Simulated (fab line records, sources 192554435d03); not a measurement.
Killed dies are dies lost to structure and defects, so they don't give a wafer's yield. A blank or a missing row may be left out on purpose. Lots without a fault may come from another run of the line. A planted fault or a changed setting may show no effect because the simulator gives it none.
Split-lot experiment | flow n5_finfet | 7 lots, 21 wafers read, on a route of 1938 steps

THE SPLIT
At N5_BEOL_M14_COAT_04 (resist thk 800 nm), the setting spin_rpm was moved away from the recipe's 1704 rpm on 10 of the 21 wafers read, by -10.0% to +8.8%. The other wafers ran this setting at the recipe's value.

FROM THE SPLIT TO THE READING: what the file shows between them, 4 steps
- N5_BEOL_M14_EBR_06
- N5_BEOL_M14_SOFTBAKE_05: time 60 s
- N5_BEOL_M14_DESCUM_15: chemistry O2, time 7.9 s
- N5_BEOL_M14_ETCH_59: etches BARC in N2/H2, target depth 89 nm, overetch 26.7 nm, time 67.9 s

THE READING
coat_of_BEOL_M14_COAT_04.thk_nm (the simulator's own value, which no gauge read), in nm, at N5_BEOL_M14_VIA_ETCH_16 (etches SiO2 in C4F8/O2/Ar, target depth 1231.3 nm). The file gives no usual value for it. The 11 wafers here that ran the recipe average 454.5 nm, standard deviation 3.9 nm.

wafer  | tool, chamber at the split | spin_rpm as run, rpm | against the recipe | coat_of_BEOL_M14_COAT_04.thk_nm, nm | against lot-mates on the recipe
L076.2 | litho_track-03, 0          | 1831                 | +7.5%              | 429.2                               | -21.2
L076.4 | litho_track-03, 0          | 1704                 | recipe             | 450.4                               | -
L076.5 | litho_track-03, 0          | 1831                 | +7.5%              | 416                                 | -34.4
L078.4 | litho_track-04, 0          | 1854                 | +8.8%              | 422.4                               | -29.0
L078.5 | litho_track-04, 0          | 1854                 | +8.8%              | 418.6                               | -32.8
L078.6 | litho_track-04, 0          | 1704                 | recipe             | 451.4                               | -
L080.2 | litho_track-04, 0          | 1780                 | +4.5%              | 440.2                               | -21.0
L080.3 | litho_track-04, 0          | 1704                 | recipe             | 461.2                               | -
L080.4 | litho_track-04, 0          | 1780                 | +4.5%              | 432                                 | -29.2
L088.1 | litho_track-04, 0          | 1704                 | recipe             | 451.6                               | -
L088.2 | litho_track-04, 0          | 1533                 | -10.0%             | 503.6                               | +50.2
L088.4 | litho_track-04, 0          | 1704                 | recipe             | 455.2                               | -
L087.1 | litho_track-03, 0          | 1704                 | recipe             | 458.6                               | -
L087.2 | litho_track-03, 0          | 1622                 | -4.8%              | 468.6                               | +10.0
L087.5 | litho_track-03, 0          | 1622                 | -4.8%              | 476                                 | +17.4
L089.1 | litho_track-04, 0          | 1704                 | recipe             | 457.8                               | -
L089.3 | litho_track-04, 0          | 1704                 | recipe             | 453                                 | -
L089.4 | litho_track-04, 0          | 1704                 | recipe             | 455.6                               | -
L097.1 | litho_track-03, 0          | 1704                 | recipe             | 447.6                               | -
L097.3 | litho_track-03, 0          | 1704                 | recipe             | 456.6                               | -
L097.5 | litho_track-03, 0          | 1582                 | -7.2%              | 482.8                               | +30.7

THE FIT
A straight line over all 21 wafers: coat_of_BEOL_M14_COAT_04.thk_nm changes by -4.18 nm for each +1% of spin_rpm; r = -0.98; the points scatter about the line by 4.6 nm.
The same after taking each lot's own level away (the mean of its wafers on the recipe; 21 wafers): -4.04 nm for each +1%; r = -0.97; scatter 5.3 nm.
On that fit, the largest move of spin_rpm shifts the reading by 41 nm.
The lots' own levels span 450.40 to 461.20 nm, that is 2.8 times the standard deviation above.
So the lot-to-lot level changes the slope little: the two slopes agree.
Check: with one of the wafers moved furthest among these (-10.0%) left out of the fit, the line predicts +36.8 nm for it against its lot-mates. It came out at +50.2 nm against them.

OTHER SPLITS ON THESE WAFERS
These wafers also went through other splits before the reading. Each is held against what the fit with the lots' levels taken away leaves over:
other split on the same wafers    | wafers away from the commonest value | r with coat_of_BEOL_M14_COAT_04.thk_nm (lot level and that fit taken away)
N5_BEOL_M11_ETCH_41 time_s        | 8                                    | -0.28
N5_BEOL_M12_DEP_53 time_s         | 4                                    | -0.14
N5_BEOL_M13_COAT_04 spin_rpm      | 6                                    | -0.18
N5_BEOL_M13_CMP_49 down_force_psi | 12                                   | +0.22

THE WHOLE CHAIN: every reading that the file lists as answering this split, in the file's order
step                    | what it does                                      | reading                                                                          | change (the file's fit)              | r (the file's)
N5_BEOL_M14_COAT_04     | resist thk 800 nm                                 | coat_of_BEOL_M14_COAT_04.thk_nm (the simulator's own value, which no gauge read) | -4 nm for each +1% of the setting    | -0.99
N5_BEOL_M14_VIA_ETCH_16 | etches SiO2 in C4F8/O2/Ar, target depth 1231.3 nm | coat_of_BEOL_M14_COAT_04.thk_nm (the simulator's own value, which no gauge read) | -4.21 nm for each +1% of the setting | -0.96

THE FILE'S OWN FIT
coat_of_BEOL_M14_COAT_04.thk_nm changes by -4.21 nm for each +1% of spin_rpm, r = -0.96.
